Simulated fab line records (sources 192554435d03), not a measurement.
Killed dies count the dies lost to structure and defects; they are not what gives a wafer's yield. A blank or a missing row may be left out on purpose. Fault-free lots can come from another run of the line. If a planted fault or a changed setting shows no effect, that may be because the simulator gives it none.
Problem report in the 8D (eight disciplines) form, filled by code | flow n5-finfet | the parts of the form that need people (team, actions taken, sign-off) are left out

== 1. WHAT WENT WRONG ==
killed_at_M4_up at N5_PASSIVATION_PROBE_49 reads a mean of 262 on 9 wafers of 3 lots; wafers without a fault read 13 with a standard deviation of 5.4. That puts it +46 standard deviations away from the usual mean.
Seen first at day 13 14:02 on prober-01, wafer L701.2. Wafers with a number at this step in the record: 24, from 8 lots. Rule for "out" (also "out of limits"): further than 4 standard deviations from the usual mean. The rest of the wafers with a number are treated as sound.

== 2. WHAT IT IS, AND WHAT IT ISN'T ==
question                    | is                                                                                                                                     | is not
which readings at this step | killed_at_M4_up, defect-limited-yield, killed-dies, killed-on-rim, sort_bin_5_function, sort_bin_6_memory, sort-n-pass, sort-yield-pct | killed_at_M0_to_M3, killed-at-contacts, killed-at-front-end, killed-at-other, killed-open, killed-short
which lots                  | L701, L702, L703                                                                                                                       | L694, L695, L696, L699, L714
which wafers of those lots  | all that have a number                                                                                                                 | -
read on which tools         | prober-01, prober-02                                                                                                                   | -
when                        | from day 13 14:02                                                                                                                      | up to then (12 sound wafers); but 3 sound wafers of L714 came after

== 3. SUSPECTS, AND WHAT RULES EACH OUT ==
Counting: a tool at a process step up to the reading stays a suspect if it ran every lot that is out and no sound lot after the first of them.
- ecd-cu-01 at N5_BEOL_M10_ECD_50 (material Cu, target thk 318 nm): kept. Every lot that is out went through it, starting with L701 (day 11 18:48), and after that it ran no sound lot; the last sound lot it ran before then is L699 (day 11 03:02).
Remaining after the count: ecd-cu-01 at N5_BEOL_M10_ECD_50.

== 4. THE CAUSE (what the simulator had put in) ==
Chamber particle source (ecd-cu-01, N5_BEOL_M10_ECD_50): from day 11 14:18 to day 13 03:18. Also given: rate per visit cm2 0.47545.
After counting, this tool was the only one left.

== 5. SEQUENCE OF EFFECTS, ordered by route ==
Each row: a reading whose mean over the struck wafers that have a number lies more than 3 standard deviations from the usual. Only readings whose record carries a usual standard deviation are examined. hours: median over the lots of the time between each lot's start at the first step of this table that gives one and its start at this step. sigmas: the change, counted in usual standard deviations.
hours | step                    | reading              | usual  | on struck wafers | change | sigmas
0     | N5_PASSIVATION_PROBE_49 | defect-limited-yield | 91.1 % | 71.3             | -19.8  | -15
0     | N5_PASSIVATION_PROBE_49 | killed_at_M4_up      | 13     | 262              | +249   | +46
0     | N5_PASSIVATION_PROBE_49 | killed-dies          | 106    | 338              | +232   | +15
0     | N5_PASSIVATION_PROBE_49 | killed-on-rim        | 14     | 46               | +32    | +8.6
0     | N5_PASSIVATION_PROBE_49 | sort_bin_5_function  | 5.2 %  | 17.6             | +12.4  | +14
0     | N5_PASSIVATION_PROBE_49 | sort_bin_6_memory    | 3.4 %  | 9.6              | +6.2   | +9.7
0     | N5_PASSIVATION_PROBE_49 | sort-n-pass          | 1074   | 841              | -233   | -16
0     | N5_PASSIVATION_PROBE_49 | sort-yield-pct       | 91.0 % | 71.2             | -19.8  | -15
Here are the process steps it includes:
- N5_PASSIVATION_PROBE_49

== 6. WHAT WOULD HAVE CAUGHT IT SOONER ==
48 hours passed between the start of the fault at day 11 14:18 and the first reading out of limits in this record, taken at day 13 14:02.
All the lots that are out (3) had begun N5_BEOL_M10_ECD_50 on ecd-cu-01 by day 13 14:02. A hold on the tool at that time would have spared none of them.
